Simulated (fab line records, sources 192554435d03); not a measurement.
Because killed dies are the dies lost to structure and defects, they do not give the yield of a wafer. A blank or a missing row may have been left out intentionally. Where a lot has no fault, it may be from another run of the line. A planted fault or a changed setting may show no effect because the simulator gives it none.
A struck lot beside a sound one | flow n5_finfet | 35 out of 1938 route steps
Sound: the wafers L777.1, L777.2, L777.5. Wafers L786.2, L786.3, L786.6 were the ones struck. At the end, the cause is stated.
At each step with rows: each side's tool, then ch and its chambers, then its first start. Under that, the readings that differ: sound wafers | struck wafers | difference of the means | sigmas: that difference in standard deviations of wafers without a fault.
alike: a reading whose means differ by less than 2 such deviations, as well as words and numbers matching on both sides. not compared: withheld readings; readings where some wafer has no value; bounds like >300 that might hide an equal value; numbers whose values overlap and for which the record gives no deviation.
A row with sigmas, a row that says differs or no value, or rows on one side alone: a step with any of these is where the two part. Numbers that don't overlap but have no deviation are shown without sigmas and don't part them. Lack of a reading on every wafer of one side parts them only where that side has two or more wafers.

first, 11 steps without rows for these wafers: N5_BEOL_M10_HM_STRIP_39 (strips TiN in peroxide tin strip, target depth 25 nm, time 158 s); N5_BEOL_M10_SRD_40 (time 30 s); N5_BEOL_M10_PRECLEAN_42 (cleans in residue remover, time 60 s); N5_BEOL_M10_SRD_43 (time 30 s); N5_BEOL_M10_CURE_72 (cures SiCOH lowk, time 120 s); N5_BEOL_M10_DEGAS_44 (time 60 s); N5_BEOL_M10_PRE_CLEAN_45 (time 30 s); N5_BEOL_M10_ALD_74 (deposits TaN, target thk 2 nm, pulse time 2 s, purge time 3 s); N5_BEOL_M10_SURFACE_TREAT_76; N5_BEOL_M10_CVD_75 (deposits Co from CCTBA/H2, target thk 2 nm, time 138.9 s); N5_BEOL_M10_SPUTTER_48 (material Cu, target thk 12 nm, time 2 s).
N5_BEOL_M10_ECD_50: material Cu, target thk 318 nm.
  sound on ecd_cu-02 ch 0,1, day 12 18:37; struck on ecd_cu-02 ch 0,1, day 15 03:34
then, 22 steps without rows for these wafers: N5_BEOL_M10_ANNEAL_51 (time 90 s); N5_BEOL_M10_CMP_52 (polishes, stops on SiCOH lowk, t overpolish 7 s, target thk 140 nm); N5_BEOL_M10_PRE_CLEAN_55 (time 15 s); N5_BEOL_M10_DEP_56 (deposits SiCN from 3MS/NH3, target thk 15 nm, time 26.5 s); N5_BEOL_M11_ILD_DEP_00 (deposits SiCOH lowk from DEMS/porogen, target thk 308.51 nm, time 58 s); N5_BEOL_M11_CURE_71 (cures SiCOH lowk, time 240 s); N5_BEOL_M11_PECVD_70 (deposits SiO2 from TEOS/O2, target thk 20 nm, time 22.7 s); N5_BEOL_M11_HM_DEP_02 (deposits TiN, target thk 20 nm); N5_BEOL_M11_COAT_59 (time 60 s, resist thk 100 nm); N5_BEOL_M11_COAT_60 (time 60 s, resist thk 30 nm); N5_BEOL_M11_COAT_05 (resist thk 90 nm); N5_BEOL_M11_EBR_07; N5_BEOL_M11_SOFTBAKE_06 (time 60 s); N5_BEOL_M11_EXPOSE_08 (exposes mask M11); N5_BEOL_M11_PEB_09 (peb time 60 s); N5_BEOL_M11_DEVELOP_10 (develop time 30 s); N5_BEOL_M11_DESCUM_16 (chemistry O2, time 7.9 s); N5_BEOL_M11_ETCH_61 (etches SiARC in CF4, target depth 39 nm, time 65 s); N5_BEOL_M11_ETCH_62 (etches SOC in N2/H2, target depth 110 nm, overetch 22 nm, time 165 s); N5_BEOL_M11_STRIP_68 (strips in N2/H2); N5_BEOL_M11_STRIP_67 (strips in CF4); N5_BEOL_M11_HM_OPEN_17 (chemistry Cl2/BCl3, target TiN, target depth 20 nm, overetch 6 nm).
-- record jumps: 2 days separate the struck wafers' starts on either side; left off in module BEOL_M11, taken up again in module PASSIVATION, whose first shown step is the route's number 1936 --
N5_PASSIVATION_PROBE_49:
  record: rows for the struck wafers here (prober-01, day 17 03:55), none for the sound ones

== WHERE THEY PART ==
At N5_PASSIVATION_PROBE_49 and nowhere else, as far as this record goes.

WHY: what had been put in by the simulator
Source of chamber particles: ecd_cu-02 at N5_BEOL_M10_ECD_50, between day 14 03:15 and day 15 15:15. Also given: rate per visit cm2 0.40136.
